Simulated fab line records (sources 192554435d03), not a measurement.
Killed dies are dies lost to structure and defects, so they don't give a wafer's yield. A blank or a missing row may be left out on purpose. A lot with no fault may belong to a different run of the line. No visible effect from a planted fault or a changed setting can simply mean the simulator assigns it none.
fab line records    flow n5-finfet
record: lots: 4  wafers: 12  last-day: 14
route steps=1938 shown BEOL_M0_SAQP@652 BEOL_M4@1111 PASSIVATION@1936
lots with no fault: from the same line, run without faults
start-h: the number of hours between the record's first day and the start of the first shown wafer of the lot    wait-h: hours elapsed since this lot's preceding step    " same as the row above    L1.1+2: one row covering several wafers at once    - no value, or no start was given    * or withheld: withheld    < > ~ a bound
route shown NAME@n: NAME is a module with steps in the file, n the number in the route of the first one    usual: the fault-free wafers' mean and standard deviation    same: alike in all rows    chamber/n: place in a boat    sites: the reading at each site    _std_site: standard deviation across them    _edge_site: the outer-site mean with the inner-site mean subtracted    radius-mm: how far each site lies from the wafer's centre    mask NAME#n: copy n    behind: the most recent tool/chamber to have shaped the wafer    hold: why the lot was held/for how many hours/how that ended    device: the n, p or np transistor that did not switch    end of line: tests run on the same wafers once the route is complete    for a step that has no rows: nothing shown but its recipe    killed: the dies lost at the first sort to structure and to defects; this is not the yield of the wafer    map: the dies of a wafer, with x for killed, . for not killed, _ for no die there
set.NAME: the setting that was run; set.NAME@STEP: the one run at that earlier step    model.NAME: the simulator's own value behind a step, which no gauge read
certain route steps with their lots: each step a table, each wafer a row
services: when a tool's chamber went out of use (start-h, in hours from the record's first day, below 0 if earlier), for how many hours, and the reason
== steps ==
step: N5_BEOL_M0_SAQP_DESCUM_19
recipe: chemistry: O2  time-s: 7.9  source-power-w: 50  bias-power-w: 20  pressure-mtorr: 20  rf-frequency-hz: 2.712e+07  temp-c: 40  resist: CAR-ArF  o2-flow-sccm: 225
step: N5_BEOL_M0_SAQP_ETCH_83
recipe: chemistry: CF4  target: SiARC  target-depth-a: 390  mask-material: CAR-ArF  time-s: 65  ion-energy-ev: 80  pressure-mtorr: 40  source-w: 545  bias-w: 36  Ar_flow_sccm: 100  cf4-flow-sccm: 100  ends: cleared
step: N5_BEOL_M0_SAQP_ETCH_84
recipe: chemistry: N2/H2  target: SOC  target-depth-a: 1000  overetch-a: 200  mask-material: SiARC  temp-c: 40  time-s: 150  ion-energy-ev: 200  pressure-mtorr: 30  source-w: 840  bias-w: 150  n2-flow-sccm: 200  h2-flow-sccm: 200
step: N5_BEOL_M0_SAQP_STRIP_80
recipe: chemistry: N2/H2  temp-c: 40  n2-flow-sccm: 200  h2-flow-sccm: 200  rf-frequency-hz: 6e+07
step: N5_BEOL_M0_SAQP_HM_OPEN_112
recipe: chemistry: CHF3/O2  target: SiO2  stop-on: a-Si  target-depth-a: 120  over-etch-frac: 1.25  mask-material: SOC  time-s: 13.5  pressure-mtorr: 30  source-w: 650  bias-w: 170  Ar_flow_sccm: 200  CHF3_flow_sccm: 50  O2_flow_sccm: 5  ion-energy-ev: 200  ends: end-point
step: N5_BEOL_M0_SAQP_STRIP_113
recipe: chemistry: CHF3/O2  resist: SiARC  rf-frequency-hz: 6e+07
step: N5_BEOL_M0_SAQP_MANDREL_ETCH_20
recipe: target-depth-a: 600  chemistry: HBr/Cl2  target: a-Si  stop-on: SiNx  bt-time-s: 10  mask-material: SOC  over-etch-frac: 0.5  time-s: 30  pressure-mtorr: 10  icp-w: 800  bias-w: 75  HBr_flow_sccm: 150  Cl2_flow_sccm: 80  ends: end-point
step: N5_BEOL_M0_SAQP_STRIP_86
recipe: chemistry: N2/H2  power-w: 500  temp-c: 40  pressure-mtorr: 50  rf-frequency-hz: 6e+07  overash-fraction: 0.3  bias-power-w: 28  h2-frac: 0.5  n2-flow-sccm: 300  h2-flow-sccm: 300
step: N5_BEOL_M0_SAQP_STRIP_115
recipe: chemistry: post-etch-residue-remover  time-s: 60  temp-c: 25  remover-ph: withheld  remover-water-wt-pct: withheld  remover-fluoride-wt-pct: withheld
step: N5_BEOL_M0_SAQP_SRD_93
recipe: dry: ipa-marangoni  time-s: 30  temp-c: 23  rinse-liquid: diw
step: N5_BEOL_M0_SAQP_RECESS_114
recipe: chemistry: HF/NH3  target: SiO2  target-depth-a: 144  afs-cycles: 3  temp-c: 30  sublimation-temp-c: 180  sublimation-time-s: 60
step: N5_BEOL_M0_SAQP_SPACER1_ALD_98
recipe: material: SiO2  target-thk-a: 128  temp-c: 300  ald-precursor-family: BDEAS  ald-co-reactant: O2-plasma  pulse-time-s: 1  purge-time-s: 2  co-reactant-purge-time-s: 2  ald-cycles: 138  pressure-torr: 2
usual: heater-power-w: 478/63  precursor-pulse-height-rel: 1.000/0.021  susceptor-temp-C: 300.00/0.19
same: purge-time-s: 2
lot.wafer  tool        chamber  start-h  wait-h  heater-power-w  precursor-pulse-height-rel  since-wet-clean-h  susceptor-temp-C  model.SiO2_of_BEOL_M0_SAQP_SPACER1_ALD_98.thk-nm
L311.1     ald-sin-01  1        144.03   0.3     444             0.960                       135                299.85            12.8
L311.5     "           3        "        "       445             0.974                       -                  300.03            12.8
L311.6     "           0        "        "       504             0.996                       -                  300.15            12.8
L314.3     ald-sin-04  2        157.17   0.1     339             1.017                       344                299.87            12.8
L314.5     "           1        "        "       428             1.020                       -                  299.79            12.8
L314.6     "           2        "        "       336             1.012                       -                  299.87            12.8
L315.3     ald-sin-01  3        162.25   0.1     431             0.951                       153                299.94            12.8
L315.4     "           1        "        "       376             1.009                       153                282.45            13.6
L315.6     "           3        "        "       443             1.014                       -                  300.32            12.8
L316.2     ald-sin-01  3        170.95   0.6     456             0.985                       162                299.94            12.8
L316.4     "           1        "        "       391             1.009                       162                282.44            13.6
L316.6     "           0        "        "       511             0.989                       -                  299.85            12.8
step: N5_BEOL_M0_SAQP_SPACER1_ETCHBACK_99
recipe: chemistry: CHF3/O2  mode: anisotropic-etchback  target: SiO2  target-depth-a: 154  time-s: 7.7  pressure-mtorr: 30  source-w: 650  bias-w: 170  Ar_flow_sccm: 200  CHF3_flow_sccm: 50  O2_flow_sccm: 5  ion-energy-ev: 200
step: N5_BEOL_M0_SAQP_MANDREL1_REMOVE_100
recipe: chemistry: HBr/Cl2/O2  bt-time-s: 10  target: a-Si  stop-on: SiNx  endpoint: OES-SiCl  over-etch-frac: 0.85  icp-w: 600  bias-w: 30  HBr_flow_sccm: 150  Cl2_flow_sccm: 80  O2_flow_sccm: 5  pressure-mtorr: 10
usual: chamber-pressure-mTorr: 10.000/0.0095  drypump-motor-current-A: 5.8/0.42  oes-product-au: 1.003/0.012  throttle-valve-pct: 36.8/0.38
lot.wafer  tool       chamber  start-h  wait-h  chamber-pressure-mTorr  drypump-motor-current-A  oes-product-au  rf-hours-counter-h  throttle-valve-pct  model.SiO2_of_BEOL_M0_SAQP_SPACER1_ALD_98.thk-nm  model.BEOL_M0_SAQP.cd-nm
L311.1     rie-si-04  1        144.59   0.1     10.008                  5.3                      1.008           131                 36.9                7.4                                               12.8
L311.5     "          3        "        "       10.005                  5.9                      0.997           -                   36.7                7.4                                               12.8
L311.6     "          2        "        "       9.994                   6.0                      0.979           -                   37.1                7.4                                               12.8
L314.3     rie-si-03  3        157.74   0.1     9.997                   5.4                      1.020           165                 36.6                7.4                                               12.8
L314.5     "          2        "        "       10.001                  5.9                      0.991           -                   37.3                7.4                                               12.8
L314.6     "          1        "        "       10.015                  5.7                      1.015           -                   37.1                7.4                                               12.8
L315.3     rie-si-03  3        162.81   0.1     10.001                  5.4                      1.018           166                 36.5                7.4                                               12.8
L315.4     "          0        "        "       9.994                   5.5                      1.016           82                  36.0                8.2                                               13.8
L315.6     "          3        "        "       10.013                  5.4                      1.005           -                   36.5                7.4                                               12.8
L316.2     rie-si-04  2        171.51   0.1     10.010                  6.0                      0.977           1                   37.1                7.4                                               12.6
L316.4     "          0        "        "       10.001                  5.9                      0.989           7                   37.1                8.2                                               13.4
L316.6     "          3        "        "       10.001                  5.9                      0.991           -                   36.8                7.4                                               12.8
step: N5_BEOL_M0_SAQP_ETCH_101
recipe: chemistry: CH3F/O2  target: SiNx  mask-material: SiO2  target-depth-a: 299  time-s: 42.7  pressure-mtorr: 30  source-w: 395  bias-w: 73  Ar_flow_sccm: 150  CH3F_flow_sccm: 30  O2_flow_sccm: 20  ion-energy-ev: 120
step: N5_BEOL_M0_SAQP_ETCH_102
recipe: chemistry: CF4  target: SiO2  target-depth-a: 40  ion-energy-ev: 350  time-s: 4.4  pressure-mtorr: 10  icp-w: 800  bias-w: 400  cf4-flow-sccm: 80
step: N5_BEOL_M0_SAQP_MANDREL_ETCH_103
recipe: chemistry: HBr/Cl2  target: a-Si  target-depth-a: 450  bt-time-s: 10  stop-on: SiCN  mask-material: SiO2  over-etch-frac: 0.8  time-s: 27  pressure-mtorr: 10  icp-w: 800  bias-w: 75  HBr_flow_sccm: 150  Cl2_flow_sccm: 80  ends: end-point
step: N5_BEOL_M0_SAQP_RECESS_104
recipe: chemistry: HF/NH3  target: SiO2  target-depth-a: 180  afs-cycles: 3  temp-c: 30  sublimation-temp-c: 180  sublimation-time-s: 60
step: N5_BEOL_M0_SAQP_COAT_105
recipe: resist: SOC  temp-c: 250  time-s: 60  spin-rpm: 1500  resist-thk-nm: 100
step: N5_BEOL_M0_SAQP_ETCH_106
recipe: chemistry: N2/H2  target: SOC  target-depth-a: 1500  stop-on: SiNx  ion-energy-ev: 100  bias-w: 61  pressure-mtorr: 30  source-w: 850  n2-flow-sccm: 200  h2-flow-sccm: 200
step: N5_BEOL_M0_SAQP_ETCH_107
recipe: chemistry: CH3F/O2  target: SiNx  target-depth-a: 300  mask-material: SOC  pressure-mtorr: 30  source-w: 395  bias-w: 73  Ar_flow_sccm: 150  CH3F_flow_sccm: 30  O2_flow_sccm: 20  ion-energy-ev: 120
step: N5_BEOL_M0_SAQP_STRIP_108
recipe: chemistry: N2/H2  power-w: 500  temp-c: 40  pressure-mtorr: 50  rf-frequency-hz: 6e+07  overash-fraction: 0.3  bias-power-w: 28  h2-frac: 0.5  n2-flow-sccm: 300  h2-flow-sccm: 300
step: N5_BEOL_M0_SAQP_RECESS_109
recipe: chemistry: HF/NH3  target: SiO2  target-depth-a: 30  afs-cycles: 1  temp-c: 30  sublimation-temp-c: 180  sublimation-time-s: 60
step: N5_BEOL_M0_SAQP_SPACER2_ALD_26
recipe: material: SiO2  target-thk-a: 150  temp-c: 300  ald-precursor-family: BDEAS  ald-co-reactant: O2-plasma  pulse-time-s: 1  purge-time-s: 2  co-reactant-purge-time-s: 2  pressure-torr: 2
step: N5_BEOL_M0_SAQP_SPACER2_ETCHBACK_27
recipe: chemistry: CHF3/O2  mode: anisotropic-etchback  target: SiO2  target-depth-a: 225  time-s: 11.25  pressure-mtorr: 30  source-w: 650  bias-w: 170  Ar_flow_sccm: 200  CHF3_flow_sccm: 50  O2_flow_sccm: 5  ion-energy-ev: 200
step: N5_BEOL_M0_SAQP_MANDREL2_REMOVE_110
recipe: chemistry: HBr/Cl2/O2  bt-time-s: 10  target: a-Si  stop-on: SiCN  endpoint: OES-SiCl  over-etch-frac: 1  icp-w: 600  bias-w: 30  HBr_flow_sccm: 150  Cl2_flow_sccm: 80  O2_flow_sccm: 5  pressure-mtorr: 10
step: N5_BEOL_M0_SAQP_COAT_69
recipe: resist: SOC  temp-c: 250  time-s: 60  spin-rpm: 1500  resist-thk-nm: 90
step: N5_BEOL_M0_SAQP_COAT_72
recipe: resist: SiARC  temp-c: 220  time-s: 60  spin-rpm: 1500  resist-thk-nm: 15
step: N5_BEOL_M0_SAQP_COAT_87
recipe: resist: underlayer  temp-c: 205  time-s: 60  spin-rpm: 1500  resist-thk-nm: 5
step: N5_BEOL_M0_SAQP_COAT_34
recipe: resist: CAR-EUV  spin-rpm: 1500  resist-thk-nm: 30
step: N5_BEOL_M0_SAQP_EBR_36
recipe: solvent: PGMEA  ebr-width-mm: 1.5
step: N5_BEOL_M0_SAQP_SOFTBAKE_35
recipe: temp-c: 110  time-s: 60  resist: CAR-EUV
step: N5_BEOL_M0_SAQP_EXPOSE_37
recipe: mask-id: M0_CUT1  na: 0.33  source-shape: annular  sigma-inner: 0.35  sigma-outer: 0.8  polarization: unpolarized  target-cd-nm: 30  dose-mj: 44.75
step: N5_BEOL_M0_SAQP_PEB_38
recipe: peb-temp-c: 100  peb-time-s: 60  resist: CAR-EUV
step: N5_BEOL_M0_SAQP_DEVELOP_39
recipe: develop-time-s: 30  developer: TMAH  resist: CAR-EUV  rinse-liquid: surfactant-rinse  dry: air-spin  dev-temp-c: 23
step: N5_BEOL_M0_SAQP_DESCUM_45
recipe: chemistry: O2  time-s: 7  source-power-w: 50  bias-power-w: 20  pressure-mtorr: 20  rf-frequency-hz: 2.712e+07  temp-c: 40  resist: CAR-EUV  o2-flow-sccm: 225
step: N5_BEOL_M4_RC_MEAS_101
usual: DIBL_N: 36.3/1.7  DIBL_P: 36.0/1.9  IOFF_N: 0.156/0.028  IOFF_P: 0.21/0.036  ION_N: 675/11  ION_P: 463/7.8  SS_N: 71.6/0.59  SS_P: 73.2/0.63  VT_N: 250/3.1  VT_P: -251/3.4
lot.wafer  tool       chamber  start-h  wait-h  DIBL_N[mV/V]  DIBL_P[mV/V]  IOFF_N[nA/um]  IOFF_P[nA/um]  ION_N[uA/um]  ION_P[uA/um]  SS_N[mV/dec]  SS_P[mV/dec]  VT_N[mV]  VT_P[mV]
L311.1     prober-02  0        193.76   0.0     36.7          36.4          0.168          0.23           689           466           72.1          73.2          247       -246
L311.5     "          0        "        "       35.6          35.1          0.152          0.21           665           458           72.5          72.3          252       -248
L311.6     "          0        "        "       33.8          33.5          0.119          0.19           667           469           70.8          72.7          253       -249
L314.3     prober-02  0        204.98   0.3     36.6          37.1          0.172          0.22           694           474           71.5          73.4          248       -250
L314.5     "          0        "        "       35.8          34.4          0.153          0.18           661           454           72.0          72.6          247       -251
L314.6     "          0        "        "       34.4          34.1          0.126          0.17           668           454           71.3          73.1          252       -255
L315.3     prober-02  0        210.09   0.3     36.9          35.4          0.169          0.21           687           470           71.5          72.6          245       -249
L315.4     "          0        "        "       37.0          36.3          0.176          0.22           679           469           71.4          73.5          247       -247
L315.6     "          0        "        "       36.1          34.5          0.153          0.19           677           464           71.3          72.9          250       -248
L316.2     prober-02  0        227.38   0.2     35.1          35.9          0.126          0.16           648           447           71.6          72.9          253       -258
L316.4     "          0        "        "       35.5          36.2          0.138          0.17           669           457           71.3          72.8          253       -253
L316.6     "          0        "        "       34.0          33.5          0.118          0.14           659           449           71.3          71.7          255       -256
step: N5_PASSIVATION_PROBE_49
usual: defect-limited-yield: 91.5/1.5  killed_at_M0_to_M3: 30/11  killed_at_M4_up: 13/4.9  killed-at-contacts: 14/6.5  killed-at-front-end: 40/11  killed-at-other: 3.3/2.7  killed-dies: 100/18  killed-on-rim: 13/3.8  killed-open: 67/14  killed-short: 32/7.8  sort_bin_5_function: 5.0/0.97  sort_bin_6_memory: 3.2/0.75  sort_bin_8_speed: 0.00/0.01  sort-n-pass: 1080/18  sort-yield-pct: 91.5/1.5
same: gross-dies: 1180  killed-at-back-side: 0  sort_bin_4_leakage[%]: 0
lot.wafer  tool       chamber  start-h  wait-h  defect-limited-yield[%]  killed_at_M0_to_M3  killed_at_M4_up  killed-at-contacts  killed-at-front-end  killed-at-other  killed-dies  killed-on-rim  killed-open  killed-short  sort_bin_5_function[%]  sort_bin_6_memory[%]  sort_bin_8_speed[%]  sort-n-pass  sort-yield-pct[%]
L311.1     prober-02  -        306.51   0.0     91.1                     24                  11               41                  25                   4                105          11             73           32            5.0                     3.5                   0                    1075         91.1
L311.5     prober-02  -        306.71   0.2     89.7                     43                  5                28                  38                   8                122          18             82           39            5.8                     4.1                   0                    1058         89.7
L311.6     prober-02  -        306.76   0.3     90.9                     35                  9                20                  40                   3                107          11             74           32            6.0                     2.8                   0                    1073         90.9
L314.3     prober-01  -        308.58   0.1     89.6                     39                  19               9                   51                   5                123          17             81           42            5.8                     4.5                   0                    1057         89.6
L314.5     prober-01  -        308.68   0.2     92.1                     28                  10               13                  41                   1                93           7              63           30            5.4                     2.0                   0                    1087         92.1
L314.6     prober-01  -        308.73   0.3     90.8                     40                  16               14                  34                   5                109          12             74           35            5.5                     3.5                   0                    1071         90.8
L315.3     prober-01  -        327.11   0.1     92.5                     30                  13               10                  29                   6                88           12             57           31            4.2                     3.1                   0                    1092         92.5
L315.4     prober-01  -        327.16   0.2     84.3                     101                 21               9                   52                   2                185          23             60           40            11.9                    2.4                   0                    995          84.3
L315.6     prober-01  -        327.26   0.3     92.5                     20                  7                20                  36                   5                88           9              60           28            4.2                     2.8                   0                    1092         92.5
L316.2     prober-02  -        333.26   0.1     91.3                     22                  10               14                  54                   3                103          19             65           37            4.8                     3.6                   0.08                 1076         91.2
L316.4     prober-02  -        333.36   0.2     85.7                     95                  13               9                   49                   3                169          28             73           35            10.3                    3.8                   0                    1011         85.7
L316.6     prober-02  -        333.46   0.3     90.3                     22                  10               15                  65                   3                115          13             73           42            5.8                     3.6                   0                    1065         90.3
killed by level:class
L311.1 MOL_CONTACT_COAG:geometric-particle:open=28 MOL_CONTACT_COAG:geometric-particle:short=13 BEOL_M3:geometric-particle:open=8 DUMMY_GATE:geometric-particle:open=7 BEOL_M2:geometric-particle:open=5 ILD0:geometric-particle:short=4 BEOL_M0_SAQP:geometric-particle:open=4 FIN_SAQP:geometric-particle:open=3
L311.5 MOL_CONTACT_COAG:geometric-particle:open=23 BEOL_M0_SAQP:geometric-particle:open=13 BEOL_M0_SAQP:geometric-particle:short=11 FIN_SAQP:geometric-particle:open=9 FIN_SAQP:geometric-particle:short=6 DUMMY_GATE:geometric-particle:open=5 MOL_CONTACT_COAG:geometric-particle:short=5 BEOL_M2:geometric-particle:open=5
L311.6 MOL_CONTACT_COAG:geometric-particle:open=17 BEOL_M3:geometric-particle:open=11 STI_FIN_REVEAL:geometric-particle:open=7 BEOL_M0_SAQP:geometric-particle:open=7 BEOL_M2:geometric-particle:open=7 FIN_SAQP:geometric-particle:short=6 BEOL_M0_SAQP:geometric-particle:short=6 GATE_CUT:geometric-particle:short=5
L314.3 FIN_SAQP:geometric-particle:short=14 DUMMY_GATE:geometric-particle:open=13 BEOL_M3:geometric-particle:open=12 BEOL_M2:geometric-particle:open=10 BEOL_M4:geometric-particle:open=9 MOL_CONTACT_COAG:geometric-particle:open=6 FIN_SAQP:geometric-particle:open=5 BEOL_M0_SAQP:geometric-particle:open=5
L314.5 MOL_CONTACT_COAG:geometric-particle:open=11 BEOL_M3:geometric-particle:open=8 FIN_SAQP:geometric-particle:short=7 FIN_SAQP:geometric-particle:open=6 DUMMY_GATE:geometric-particle:open=6 BEOL_M0_SAQP:geometric-particle:short=6 STI_FIN_REVEAL:geometric-particle:open=4 DUMMY_GATE:geometric-particle:short=4
L314.6 MOL_CONTACT_COAG:geometric-particle:open=12 BEOL_M2:geometric-particle:open=11 BEOL_M3:geometric-particle:open=8 FIN_SAQP:geometric-particle:short=7 BEOL_M4:geometric-particle:open=6 BEOL_M0_SAQP:geometric-particle:open=5 BEOL_M0_SAQP:geometric-particle:short=5 FIN_SAQP:geometric-particle:open=4
L315.3 BEOL_M2:geometric-particle:open=11 FIN_SAQP:geometric-particle:short=9 MOL_CONTACT_COAG:geometric-particle:open=9 BEOL_M1:geometric-particle:open=5 BEOL_M4:geometric-particle:open=5 FIN_SAQP:geometric-particle:open=4 STI_FIN_REVEAL:geometric-particle:open=4 BEOL_M0_SAQP:geometric-particle:short=4
L315.4 BEOL_M0_SAQP:area-ald=77 FIN_SAQP:geometric-particle:short=11 BEOL_M4:geometric-particle:open=8 HKMG_FIN:area-etch=8 STI_FIN_REVEAL:geometric-particle:open=7 DUMMY_GATE:geometric-particle:open=7 BEOL_M2:geometric-particle:open=7 MOL_CONTACT_COAG:geometric-particle:open=6
L315.6 STI_FIN_REVEAL:geometric-particle:open=14 MOL_CONTACT_COAG:geometric-particle:open=14 BEOL_M2:geometric-particle:open=11 MOL_CONTACT_COAG:geometric-particle:short=6 FIN_SAQP:geometric-particle:short=4 SPACER0:geometric-particle:open=3 BEOL_M0_SAQP:geometric-particle:short=3 BEOL_M4:geometric-particle:open=3
L316.2 FIN_SAQP:geometric-particle:open=16 MOL_CONTACT_COAG:geometric-particle:open=10 BEOL_M1:geometric-particle:open=8 FIN_SAQP:geometric-particle:short=7 STI_FIN_REVEAL:geometric-particle:open=6 ILD0:geometric-particle:short=5 GATE_CUT:geometric-particle:open=5 BEOL_M0_SAQP:geometric-particle:short=5
L316.4 BEOL_M0_SAQP:area-ald=61 FIN_SAQP:geometric-particle:open=24 FIN_SAQP:geometric-particle:short=17 BEOL_M2:geometric-particle:open=15 BEOL_M1:geometric-particle:open=8 MOL_CONTACT_COAG:geometric-particle:short=7 BEOL_M5:geometric-particle:open=4 STI_FIN_REVEAL:geometric-particle:open=4
L316.6 FIN_SAQP:geometric-particle:open=34 FIN_SAQP:geometric-particle:short=17 MOL_CONTACT_COAG:geometric-particle:open=10 BEOL_M0_SAQP:geometric-particle:short=9 MOL_CONTACT_COAG:geometric-particle:short=5 BEOL_M3:geometric-particle:open=5 BEOL_M4:geometric-particle:open=5 STI_FIN_REVEAL:geometric-particle:open=4
map L315.4 (x killed, . not)
_________________.x..x.x.....________________
______________...............x.._____________
___________.........xx..x...x......__________
__________......x....x.........x..xx_________
________...........xx.x.x.........x..._______
_______..........x...x....x.......xxx..______
______........x.....................x..._____
_____.x....x...x..................x....x.____
____xxx.......................x..x..x.x...___
___x..x...........x..x...x.........x.......__
___x....x.............x.x.x.x..............__
__..........x.x.....x......................._
__..x.....x...........xxx..xx....xx.x..x...._
_x.........x.....................x.....xx....
_.........x...xx.xx......x.................x.
_.....x.........x.................x.........x
_......x..x...x.....x..x.............x.x.....
_........x....x.......xx........x..x........x
_x....xx..x.xx........................x.x....
_..x.x........xxx..x.x..........x.....x......
_.....x.x...........x..x..x....x....x...x....
__xx.xx...x.................x..xx.x.......x._
__.........x......x.x..x...............x.x.._
___...............x....x.x......x.....x..x.__
___x..x...........x..........x...x..x......__
____...x..x....xx..x.x.....x.x.....x......___
_____.............x...........x..........____
______x..x....x............x...x........_____
_______x....x..........x..xx........x..______
________.............x.xx.x...x....x.x_______
__________x..x......x....x.........._________
___________.....x....x.x...........__________
______________....x........x...._____________
_________________............________________
map L316.4 (x killed, . not)
_________________x...........________________
______________.x.........x...x.x_____________
___________.........x...........x..__________
__________x.x............x....x..x.._________
________....................x........._______
_______..........x.......x..x..x.......______
______.xx..x........x....x.x......x....._____
_____.x.....x.....x.......xx......xx...x.____
____.....................x.........x..xx..___
___...x............................x...xx..__
___.........................x.........x....__
__.......x..x.xxx...................x......x_
__...xx....x....x....x..x..x......xx...xx..._
_...............x.......x....................
_...x..........x...............x.............
_....x.x.....................................
_.................x.x..........x........x.x..
_x.....x..x.x......x........x...xx..x.......x
_.....x.x..x...x.......x..x......x.........xx
_...........x...x.....x..............x.......
_.x.......xxxx..x..................x........x
__..x.x.............xx.......x.......x.....x_
__.................x...x...........x....x..._
___.......xxxx.....x.........xx...x.......x__
___...xx.x......x..x...x.x.................__
____......x.xx.....x........x.........x...___
_____x..x.............x....xx.......x....____
______.......x................x........x_____
_______..x...................x........x______
________x....x....x....x..x.x........._______
__________........x........x........_________
___________...x...x....x...x..x....__________
______________...x......x.x...x._____________
_________________x....x...x.x________________
== services ==
tool        chamber  start-h  hours  kind
ald-sin-01  1        146.65   5.5    repair
rie-si-03   3        147.08   9.5    repair
rie-si-03   -        152.46   0.6    repair
== key ==
first-sign: step: N5_BEOL_M0_SAQP_SPACER1_ALD_98  reading: susceptor-temp-C  direction: down  sigmas: 93  usual: *  struck: *
effect: step: N5_PASSIVATION_PROBE_49  reading: sort_bin_5_function  direction: up  sigmas: 6.4  usual: 5.0  struck: 11.1
model-effect: step: N5_BEOL_M0_SAQP_SPACER1_ALD_98  value: SiO2_of_BEOL_M0_SAQP_SPACER1_ALD_98.thk-nm  without: 12.8  struck: 13.6
model-effect: step: N5_BEOL_M0_SAQP_MANDREL1_REMOVE_100  value: SiO2_of_BEOL_M0_SAQP_SPACER1_ALD_98.thk-nm  without: 7.4  struck: 8.2
more-kills-born-at: N5_BEOL_M0_SAQP_SPACER1_ALD_98@ald-sin-01: 138
met-at N5_BEOL_M0_SAQP_SPACER1_ALD_98
struck-wafers L315.4,L316.4
onset-between 144.03 162.25
fault: kind: process-parameter-drift  tool: ald-sin-01  chamber: 1  onset-h: 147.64  steps: N5_BEOL_M0_SAQP_SPACER1_ALD_98  channel: temp-c  offset: *  shape: step  end-h: 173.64  acts-in: *  stated: *
